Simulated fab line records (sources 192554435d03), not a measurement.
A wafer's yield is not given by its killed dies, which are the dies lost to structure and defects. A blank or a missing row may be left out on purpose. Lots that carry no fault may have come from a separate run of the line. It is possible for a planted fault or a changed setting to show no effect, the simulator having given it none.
fab line records	flow n5_finfet
record: lots: 4	wafers: 12	last_day: 17
route steps=1938 shown BEOL_M9@1437 BEOL_M10@1470 BEOL_M15@1830
lots untouched by any fault: they come from a run of this same line in which no faults occurred
start_h: the number of hours between the record's first day and the start of the first shown wafer of the lot	wait_h: hours elapsed since this lot's preceding step	" the same as in the row above	L1.1+2: several wafers, shown together as one row	- either no value or no given start	* or withheld: withheld	< > ~ a bound
route shown NAME@n: names a module that has steps shown in the file, with the first one's number in the route	usual: mean and standard deviation over wafers with no fault	same: alike in all rows	chamber/n: place in a boat	sites: per-site readings	_std_site: their standard deviation	_edge_site: mean of outer sites minus mean of inner sites	radius_mm: how far each site lies from the wafer's centre	mask NAME#n: copy n	behind: the tool/chamber that last shaped the wafer	hold: what put the lot on hold/how long, in hours/how the hold closed	device: the transistor (n, p or np) that didn't switch	end of line: the route-end tests of the same wafers	for a step that has no rows: nothing shown but its recipe	killed: dies lost to structure and defects at the first sort, not the wafer's yield	map: dies across one wafer; x = killed, . = not, _ = none there
set.NAME: the setting the step ran with; set.NAME@STEP: the setting that earlier step ran with	model.NAME: the simulator's own value behind a step, which no gauge read
certain route steps with their lots: each step a table, each wafer a row
services: the hour from which a tool's chamber was out of use, counted from the record's first day as start_h (under 0 if before that day), plus the number of hours and why
== steps ==
step: N5_BEOL_M9_DESCUM_33
recipe: chemistry: O2	time_s: 7	source_power_w: 50	bias_power_w: 20	pressure_mtorr: 20	rf_frequency_hz: 2.712e+07	temp_c: 40	resist: CAR-EUV	o2_flow_sccm: 225
step: N5_BEOL_M9_ETCH_76
recipe: chemistry: N2/H2	target: underlayer	target_depth_a: 65	mask_material: CAR-EUV	time_s: 5.2	ion_energy_ev: 200	pressure_mtorr: 30	source_w: 840	bias_w: 150	n2_flow_sccm: 200	h2_flow_sccm: 200	ends: cleared
step: N5_BEOL_M9_ETCH_65
recipe: chemistry: CF4	target: SiARC	target_depth_a: 156	mask_material: CAR-EUV	time_s: 26	ion_energy_ev: 80	pressure_mtorr: 40	source_w: 545	bias_w: 36	Ar_flow_sccm: 100	cf4_flow_sccm: 100	ends: cleared
step: N5_BEOL_M9_ETCH_66
recipe: chemistry: N2/H2	target: SOC	target_depth_a: 800	overetch_a: 160	mask_material: SiARC	temp_c: 40	time_s: 120	ion_energy_ev: 200	pressure_mtorr: 30	source_w: 840	bias_w: 150	n2_flow_sccm: 200	h2_flow_sccm: 200
step: N5_BEOL_M9_STRIP_69
recipe: chemistry: N2/H2	temp_c: 40	n2_flow_sccm: 200	h2_flow_sccm: 200	rf_frequency_hz: 6e+07
step: N5_BEOL_M9_STRIP_77
recipe: chemistry: N2/H2	temp_c: 40	n2_flow_sccm: 200	h2_flow_sccm: 200	rf_frequency_hz: 6e+07
step: N5_BEOL_M9_VIA_ETCH_34
recipe: chemistry: C4F6/O2	target: SiCOH_lowk	target_depth_a: 1824	mask_material: SOC	taper_deg: 4	time_s: 68.4	ion_energy_ev: 250	pressure_mtorr: 30	source_w: 345	bias_w: 185	Ar_flow_sccm: 300	C4F6_flow_sccm: 10	O2_flow_sccm: 10
step: N5_BEOL_M9_STRIP_73
recipe: chemistry: C4F6/O2	resist: SiARC	rf_frequency_hz: 6e+07
step: N5_BEOL_M9_STRIP_36
recipe: chemistry: N2/H2	power_w: 450	temp_c: 40	pressure_mtorr: 20	rf_frequency_hz: 6e+07	overash_fraction: 0.3	bias_power_w: 7	h2_frac: 0.5	n2_flow_sccm: 200	h2_flow_sccm: 200
step: N5_BEOL_M9_TRENCH_ETCH_37
recipe: chemistry: C4F6/O2	target_depth_a: 1514.3	target: SiCOH_lowk	time_s: 49	ion_energy_ev: 250	pressure_mtorr: 30	source_w: 345	bias_w: 185	Ar_flow_sccm: 300	C4F6_flow_sccm: 10	O2_flow_sccm: 10
usual: bias_w: 185.0/0.5	drypump_motor_current_A: 5.43/0.29	mfc_ar_sccm: 300.0/0.93	oes_ar_750_au: 0.80/0.092	oes_product_au: 0.80/0.097	rf_vpp_V: 667/9	showerhead_plenum_p_Torr: 2.87/0.074	throttle_valve_pct: 20.90/0.21
same: time_s: 49
lot.wafer	tool	chamber	start_h	wait_h	bias_w	drypump_motor_current_A	mfc_ar_sccm	oes_ar_750_au	oes_product_au	rf_hours_counter_h	rf_vpp_V	showerhead_plenum_p_Torr	throttle_valve_pct	model.BEOL_M9.feature_depth_nm	model.etch.depth_nm
L100.1	rie_diel-06	1	256.99	-	185.7	5.47	300.4	0.89	0.90	19	663	2.92	20.78	153.6	153.7
L100.4	"	3	"	"	185.1	5.32	301.0	0.71	0.69	191	685	2.83	21.12	148.8	148.8
L100.5	"	3	"	"	185.5	5.33	298.8	0.72	0.70	-	684	2.83	21.15	147.8	147.9
L110.4	rie_diel-06	0	309.33	-	185.0	5.10	301.0	0.70	0.71	185	677	2.95	20.91	154.4	154.4
L110.5	"	2	"	"	184.8	5.91	299.9	0.73	0.72	-	664	2.81	21.25	150.8	150.8
L110.6	"	3	"	"	148.5	5.32	300.3	0.69	0.65	-	575	2.82	21.14	138.8	138.9
L111.1	rie_diel-06	0	313.30	-	184.9	5.08	300.8	0.71	0.72	187	676	2.95	20.92	154.4	154.3
L111.5	"	2	"	"	185.5	5.91	300.2	0.73	0.71	-	664	2.81	21.27	150.2	150.3
L111.6	"	3	"	"	148.3	5.35	298.5	0.69	0.66	-	576	2.82	21.15	137.4	137.5
L115.2	rie_diel-05	2	351.00	-	184.7	5.69	298.1	0.88	0.87	52	656	2.91	20.83	157.2	157.3
L115.3	"	3	"	"	185.5	5.32	299.6	0.69	0.68	216	670	2.81	21.07	149.8	149.8
L115.6	"	0	"	"	184.9	5.03	302.1	0.89	0.90	-	657	2.90	20.97	152.2	152.3
step: N5_BEOL_M9_ETCH_41
recipe: chemistry: CH3F/O2	target: SiCN	target_depth_a: 366	taper_deg: 2	time_s: 70.1	ion_energy_ev: 120	mask_material: TiN	pressure_mtorr: 30	source_w: 395	bias_w: 75	Ar_flow_sccm: 150	CH3F_flow_sccm: 30	O2_flow_sccm: 20
step: N5_BEOL_M9_STRIP_80
recipe: chemistry: N2/H2	time_s: 10	power_w: 450	temp_c: 40	pressure_mtorr: 20	rf_frequency_hz: 6e+07	bias_power_w: 7	n2_flow_sccm: 200	h2_flow_sccm: 200
step: N5_BEOL_M9_OCD_MEAS_38
usual: trench_depth_nm: 152/3.1
lot.wafer	tool	chamber	start_h	wait_h	trench_depth_nm
L100.1	ocd-02	-	257.16	-	154
L100.4	"	-	"	"	149
L100.5	"	-	"	"	148
L110.4	ocd-02	-	309.51	-	155
L110.5	"	-	"	"	151
L110.6	"	-	"	"	138
L111.1	ocd-01	-	313.47	-	154
L111.5	"	-	"	"	150
L111.6	"	-	"	"	138
L115.2	ocd-01	-	351.18	-	158
L115.3	"	-	"	"	149
L115.6	"	-	"	"	152
step: N5_BEOL_M9_HM_STRIP_39
recipe: chemistry: peroxide_tin_strip	material: TiN	target_depth_a: 250	temp_c: 50	time_s: 158
step: N5_BEOL_M9_SRD_40
recipe: time_s: 30	temp_c: 23	rinse_liquid: diw	dry: ipa_marangoni
step: N5_BEOL_M9_PRECLEAN_42
recipe: chemistry: residue_remover	time_s: 60	temp_c: 40
step: N5_BEOL_M9_SRD_43
recipe: time_s: 30	temp_c: 23	rinse_liquid: diw	dry: ipa_marangoni
step: N5_BEOL_M9_CURE_72
recipe: temp_c: 370	time_s: 120	ambient: DMADMS/He	material: SiCOH_lowk
step: N5_BEOL_M9_DEGAS_44
recipe: ambient: vacuum	temp_c: 250	time_s: 60
step: N5_BEOL_M9_PRE_CLEAN_45
recipe: gas: H2/He	time_s: 30	temp_c: 250
step: N5_BEOL_M9_ALD_74
recipe: material: TaN	target_thk_a: 20	temp_c: 275	ald_precursor_family: PDMAT	ald_co_reactant: NH3	pressure_torr: 3	carrier_flow_sccm: 1500	pulse_time_s: 2	purge_time_s: 3	co_reactant_purge_time_s: 2	co_reactant_pulse_time_s: 3	ald_cycles: 40	precursor_vessel_temp_c: 75	precursor_vessel_pressure_torr: 26.25	precursor_vessel_carrier_sccm: 1000
step: N5_BEOL_M9_SURFACE_TREAT_79
recipe: gas: Ar	time_s: *	ion_energy_ev: *	ion_current_ma_cm2: 0.5	pressure_mtorr: *	ar_flow_sccm: 30
step: N5_BEOL_M9_CVD_78
recipe: material: Co	target_thk_a: 20	temp_c: withheld	precursor: CCTBA/H2	pressure_torr: 30	time_s: 138.9
step: N5_BEOL_M9_SPUTTER_48
recipe: material: Cu	target_thk_a: 120	temp_c: -20	bias_v: 60	power_w: 26000	chamber_pressure_pa: 0.13	time_s: 2
step: N5_BEOL_M9_ECD_50
recipe: material: Cu	target_thk_a: 3180
step: N5_BEOL_M9_ANNEAL_51
recipe: temp_c: 225	time_s: 90	ambient: N2
step: N5_BEOL_M9_CMP_52
recipe: stop_on: SiCOH_lowk	t_overpolish_s: 7	down_force_psi: 1	platen_rpm: 50	clearing_platen_down_force_psi: 1.5	clearing_platen_rpm: 50	post_cmp_clean: cu_alkaline	target_thk_nm: 140	clearing_platen_pad_velocity_m_s: 0.99484	pad_velocity_m_s: 0.99484
usual: barrier_field_endpoint_s: 28.9/0.64	edge_zone_pressure_frac: 1.000/0.0047	motor_current_A: 6.2/0.58	overpolish_run_s: 6.999/0.0084	time_to_endpoint_s: 66.3/2.9
lot.wafer	tool	chamber	start_h	wait_h	barrier_field_endpoint_s	edge_zone_pressure_frac	motor_current_A	overpolish_run_s	time_to_endpoint_s	model.Cu_of_BEOL_M9_ECD_50.thk_nm
L100.1	cmp-01	3	260.41	0.3	28.0	0.993	5.6	7.007	64.1	140.6
L100.4	"	0	"	"	28.9	0.999	6.6	6.997	66.3	137
L100.5	"	2	"	"	29.6	0.998	6.2	6.995	66.1	136
L110.4	cmp-01	0	311.50	0.2	28.8	1.005	6.8	6.992	63.7	145.4
L110.5	"	1	"	"	28.9	1.005	6.1	6.985	63.4	139.4
L110.6	"	2	"	"	28.9	1.001	6.0	7.010	66.0	128
L111.1	cmp-02	3	316.51	0.3	29.0	0.999	5.3	6.994	60.9	141
L111.5	"	3	"	"	28.3	0.993	4.8	6.993	62.3	137.4
L111.6	"	0	"	"	29.9	1.005	6.3	6.995	69.6	126.6
L115.2	cmp-01	0	353.56	0.2	29.0	0.994	6.8	7.009	67.0	143.8
L115.3	"	1	"	"	28.3	0.996	6.1	6.993	64.4	138.2
L115.6	"	0	"	"	28.4	1.000	6.7	6.989	65.6	140
step: N5_BEOL_M9_THK_MEAS_53
recipe: thk_meas_gauge: xrf	reads: Cu_of_BEOL_M9_ECD_50
usual: M9_THK: 142/3.2
lot.wafer	tool	chamber	start_h	wait_h	M9_THK[nm]
L100.1	film_metro-01	-	260.63	-	142
L100.4	"	-	"	"	139
L100.5	"	-	"	"	138
L110.4	film_metro-01	-	311.68	-	146
L110.5	"	-	"	"	140
L110.6	"	-	"	"	128
L111.1	film_metro-01	-	316.80	-	142
L111.5	"	-	"	"	139
L111.6	"	-	"	"	128
L115.2	film_metro-02	-	353.85	-	145
L115.3	"	-	"	"	140
L115.6	"	-	"	"	141
step: N5_BEOL_M9_PRE_CLEAN_55
recipe: gas: NH3	time_s: 15	temp_c: withheld	rf_power_w: 300
step: N5_BEOL_M9_DEP_56
recipe: material: SiCN	target_thk_a: 150	temp_c: withheld	precursor: 3MS/NH3	pressure_torr: 3	rf_w: 202	time_s: 26.5
step: N5_BEOL_M9_RS_MEAS_57
recipe: thk_meas_gauge: four-point-probe	reads: Cu_of_BEOL_M9_ECD_50+Co_of_BEOL_M9_CVD_78+TaN_of_BEOL_M9_ALD_74
usual: M9_RS: 0.150/0.0038
lot.wafer	tool	chamber	start_h	wait_h	M9_RS[ohm/sq]
L100.1	film_metro-01	-	260.76	0.1	0.150
L100.4	"	-	"	"	0.155
L100.5	"	-	"	"	0.156
L110.4	film_metro-01	-	311.81	0.0	0.144
L110.5	"	-	"	"	0.151
L110.6	"	-	"	"	0.166
L111.1	film_metro-01	-	316.94	0.1	0.150
L111.5	"	-	"	"	0.154
L111.6	"	-	"	"	0.169
L115.2	film_metro-01	-	353.99	0.1	0.147
L115.3	"	-	"	"	0.153
L115.6	"	-	"	"	0.151
step: N5_BEOL_M10_ILD_DEP_00
recipe: material: SiCOH_lowk	target_thk_a: 3085.1	temp_c: 300	precursor: DEMS/porogen	pressure_torr: 5	rf_w: 500	time_s: 58
step: N5_BEOL_M10_CURE_71
recipe: temp_c: 385	time_s: 240	ambient: He/Ar	material: SiCOH_lowk
step: N5_BEOL_M10_PECVD_70
recipe: material: SiO2	target_thk_a: 200	temp_c: 400	precursor: TEOS/O2	pressure_torr: 5.5	rf_w: 450	teos_flow_sccm: 53.8	gas: O2	flow_sccm: 3000	time_s: 22.7
step: N5_BEOL_M10_HM_DEP_02
recipe: material: TiN	target_thk_a: 200	temp_c: 25	chamber_pressure_pa: 0.49996
step: N5_BEOL_M10_COAT_59
recipe: resist: SOC	temp_c: 250	time_s: 60	spin_rpm: 1500	resist_thk_nm: 100
step: N5_BEOL_M15_RC_MEAS_101
usual: COMB_M10: 1.43e-11/2.9e-12	COMB_M11: 1.38e-11/2.6e-12	COMB_M12: 6.1e-12/1.4e-12	COMB_M13: 4.8e-12/1.1e-12	COMB_M14: 3.4e-12/8e-13	COMB_M14_max_site: 5.1e-12/1.1e-12	COMB_M15: 2.5e-12/6.2e-13	COMB_M5: 3.7e-11/7.7e-12	COMB_M6: 2.6e-11/5.1e-12	COMB_M7: 2.5e-11/4.9e-12	COMB_M8: 2.4e-11/5.1e-12	COMB_M9: 1.36e-11/2.6e-12	SERP_M10: 3.07/0.07	SERP_M11: 3.05/0.082	SERP_M12: 0.637/0.016	SERP_M13: 0.308/0.0073	SERP_M14: 0.161/0.0037	SERP_M5: 38.4/1.5	SERP_M6: 13.9/0.54	SERP_M7: 13.6/0.59	SERP_M7_max_site: 14.2/0.66	SERP_M8: 13.8/0.54	SERP_M8_max_site: 14.3/0.6	SERP_M9: 3.05/0.088	SERP_M9_max_site: 3.15/0.083
lot.wafer	tool	chamber	start_h	wait_h	COMB_M10[S/m]	COMB_M11[S/m]	COMB_M12[S/m]	COMB_M13[S/m]	COMB_M14[S/m]	COMB_M14_max_site[S/m]	COMB_M15[S/m]	COMB_M5[S/m]	COMB_M6[S/m]	COMB_M7[S/m]	COMB_M8[S/m]	COMB_M9[S/m]	SERP_M10[ohm/um]	SERP_M11[ohm/um]	SERP_M12[ohm/um]	SERP_M13[ohm/um]	SERP_M14[ohm/um]	SERP_M5[ohm/um]	SERP_M6[ohm/um]	SERP_M7[ohm/um]	SERP_M7_max_site[ohm/um]	SERP_M8[ohm/um]	SERP_M8_max_site[ohm/um]	SERP_M9[ohm/um]	SERP_M9_max_site[ohm/um]
L100.1	prober-01	0	303.32	0.3	1.01e-11	1.37e-11	5.4e-12	5e-12	3.6e-12	4.3e-12	1.8e-12	2.6e-11	3.3e-11	2.2e-11	2.4e-11	1.53e-11	3.09	3.19	0.628	0.302	0.162	36.8	13.5	13.3	13.5	13.6	13.8	3.06	3.21
L100.4	"	0	"	"	1.45e-11	1.51e-11	5.4e-12	4.2e-12	3.7e-12	5.2e-12	2.1e-12	3.4e-11	2.9e-11	2.5e-11	3.6e-11	1.48e-11	3.02	2.96	0.674	0.321	0.154	37.9	13.6	12.7	13.9	14.1	14.9	3.19	3.24
L100.5	"	0	"	"	1.3e-11	1.55e-11	7e-12	4.3e-12	4.7e-12	6.2e-12	2.5e-12	4.3e-11	2.7e-11	2.2e-11	2.3e-11	8.9e-12	3.09	2.93	0.629	0.309	0.161	40.5	14.2	13.1	13.7	14.4	15.8	3.17	3.29
L110.4	prober-02	0	354.63	0.5	1.82e-11	1.7e-11	5.1e-12	3.1e-12	3.3e-12	5.5e-12	1.8e-12	3.7e-11	2.2e-11	1.9e-11	2.7e-11	1.39e-11	3.04	2.97	0.607	0.298	0.160	39.1	13.9	13.3	13.9	14.6	15.5	2.91	3.07
L110.5	"	0	"	"	1.09e-11	1.23e-11	6.6e-12	4.5e-12	3e-12	4.4e-12	1.5e-12	3.5e-11	2.1e-11	1.8e-11	2.6e-11	1.21e-11	3.21	3.15	0.635	0.298	0.161	38.8	14.1	14.9	15.5	13.9	14.4	3.10	3.14
L110.6	"	0	"	"	1.27e-11	1.09e-11	7.5e-12	5.4e-12	4.9e-12	6.9e-12	1.3e-12	3.1e-11	2.6e-11	2.1e-11	2.8e-11	1.35e-11	3.15	2.93	0.652	0.299	0.164	39.9	14.0	13.5	14.4	14.3	14.8	3.38	3.48
L111.1	prober-02	0	362.10	0.0	1.5e-11	1.7e-11	6.1e-12	4.7e-12	3.6e-12	4.7e-12	2.8e-12	3.6e-11	1.6e-11	2.9e-11	2e-11	1.5e-11	3.10	3.14	0.631	0.311	0.164	37.8	14.9	14.2	14.5	13.7	14.3	2.96	3.11
L111.5	"	0	"	"	1.3e-11	1.21e-11	6.2e-12	3.5e-12	3.7e-12	4.6e-12	2.8e-12	4e-11	1.8e-11	2.3e-11	2e-11	1.37e-11	3.06	3.04	0.651	0.318	0.164	39.2	13.7	14.4	14.7	13.1	14.0	3.06	3.16
L111.6	"	0	"	"	1.59e-11	1.52e-11	5.4e-12	4.7e-12	3.5e-12	5e-12	2.8e-12	3.5e-11	1.7e-11	1.7e-11	2.1e-11	1.39e-11	3.11	3.08	0.630	0.308	0.158	37.0	15.1	13.3	14.2	13.1	13.5	3.39	3.50
L115.2	prober-02	0	396.09	0.2	1.3e-11	1.34e-11	5.5e-12	4.9e-12	3.3e-12	5e-12	2.5e-12	4.2e-11	3.2e-11	2e-11	2.6e-11	1.73e-11	3.07	3.05	0.639	0.307	0.164	37.6	13.5	13.2	13.5	13.8	14.4	2.96	3.06
L115.3	"	0	"	"	1.57e-11	1.27e-11	7.4e-12	4.6e-12	2.9e-12	5.3e-12	2.3e-12	3.8e-11	3.4e-11	3.4e-11	3.1e-11	1.18e-11	2.96	2.96	0.648	0.302	0.161	35.7	14.3	13.1	13.6	12.7	13.5	3.14	3.25
L115.6	"	0	"	"	1.81e-11	1.47e-11	7.1e-12	3.2e-12	3e-12	4.2e-12	2e-12	3.7e-11	3.3e-11	1.9e-11	2.6e-11	1.47e-11	3.00	3.08	0.646	0.308	0.161	35.3	13.0	13.3	13.9	13.6	14.0	3.03	3.12
sites SERP_M9 radius_mm=0,75,75,75,75,140,140,140,140
L100.1 3.06 3.12 3.05 3.13 3.05 3.21 2.99 3.07 3.06
L110.4 2.80 2.89 2.89 2.91 2.90 3.07 3.05 3.06 2.99
L111.1 2.91 2.94 2.90 2.94 2.96 3.10 3.06 3.11 3.08
L115.2 2.86 2.96 2.89 2.91 2.92 3.05 3.06 3.05 3.04
== services ==
tool	chamber	start_h	hours	kind
cmp-01	-	245.83	6.2	pm
cmp-01	-	279.23	5.3	pm
rie_diel-06	0	287.29	12.3	repair
rie_diel-05	2	295.07	17.0	repair
cmp-01	-	315.34	1.4	repair
rie_diel-05	2	316.07	4.0	repair
cmp-01	-	348.93	0.4	repair
cmp-01	-	349.72	1.6	repair
== key ==
first_sign: step: N5_BEOL_M9_TRENCH_ETCH_37	reading: bias_w	direction: down	sigmas: 73	usual: *	struck: *
effect: step: N5_BEOL_M9_TRENCH_ETCH_37	reading: rf_vpp_V	direction: down	sigmas: 10	usual: 667	struck: 575
effect: step: N5_BEOL_M9_OCD_MEAS_38	reading: trench_depth_nm	direction: down	sigmas: 4.5	usual: 152	struck: 138
effect: step: N5_BEOL_M9_THK_MEAS_53	reading: M9_THK	direction: down	sigmas: 4.4	usual: 142	struck: 128
effect: step: N5_BEOL_M9_RS_MEAS_57	reading: M9_RS	direction: up	sigmas: 4.5	usual: 0.150	struck: 0.167
effect: step: N5_BEOL_M15_RC_MEAS_101	reading: SERP_M9	direction: up	sigmas: 3.8	usual: 3.05	struck: 3.38
model_effect: step: N5_BEOL_M9_TRENCH_ETCH_37	value: BEOL_M9.feature_depth_nm	without: 148.1	struck: 138.1
model_effect: step: N5_BEOL_M9_CMP_52	value: Cu_of_BEOL_M9_ECD_50.thk_nm	without: 137.3	struck: 127.3
met_at N5_BEOL_M9_TRENCH_ETCH_37
struck_wafers L110.6,L111.6
onset_between 256.99 309.33
fault: kind: process_parameter_drift	tool: rie_diel-06	chamber: 3	onset_h: 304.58	steps: N5_BEOL_M9_TRENCH_ETCH_37	channel: bias_w	offset: *	shape: step	end_h: 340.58	acts_in: *	stated: *
